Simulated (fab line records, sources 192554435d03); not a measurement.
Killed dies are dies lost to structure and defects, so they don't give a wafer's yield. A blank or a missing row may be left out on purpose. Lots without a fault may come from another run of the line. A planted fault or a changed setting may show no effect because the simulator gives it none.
Chamber matching | flow n5_finfet | N5_BEOL_M8_ETCH_65 on rie_diel-02: 4 sister chambers
The step etches SiARC in CF4, target depth 15.6 nm, time 26 s. 4 wafers are shown with their chamber, then 8 later ones without.

WAFERS WITH THEIR CHAMBER
wafer  | chamber | drypump_motor_current_A (A)
L085.3 | 0       | 4.8
L090.1 | 1       | 5.0
L090.2 | 3       | 5.2
L095.1 | 2       | 6.4

WAFERS WITHOUT THEIR CHAMBER
wafer  | drypump_motor_current_A (A)
L095.4 | 4.9
L095.6 | 5.2
L092.1 | 4.8
L092.3 | 5.0
L092.4 | 6.4
L096.1 | 4.8
L096.4 | 6.4
L096.6 | 5.2

WHICH CHAMBER EACH WENT THROUGH
wafer  | from the rows above     | in truth
L095.4 | can't be placed: 1 or 0 | 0
L095.6 | 3                       | 3
L092.1 | 0                       | 0
L092.3 | 1                       | 1
L092.4 | 2                       | 2
L096.1 | 0                       | 0
L096.4 | 2                       | 2
L096.6 | 3                       | 3
Placed correctly: 7 of 8. Can't be placed from these rows: 1 (the true chamber is among the candidates in 1). Placed wrongly: 0.
How it was worked out, from the rows above alone: a wafer's distance from a chamber is the root of the sum, over the readings, of the square of ((its reading less the chamber's mean) divided by the reading's scatter). The wafer belongs to the nearest chamber; if the next one is less than 2 further off, it can't be placed. A chamber's mean is the mean of its shown wafers. The scatter: with one shown wafer a chamber, the root of the mean of the squares of how far each hidden wafer lies from its nearest shown one.
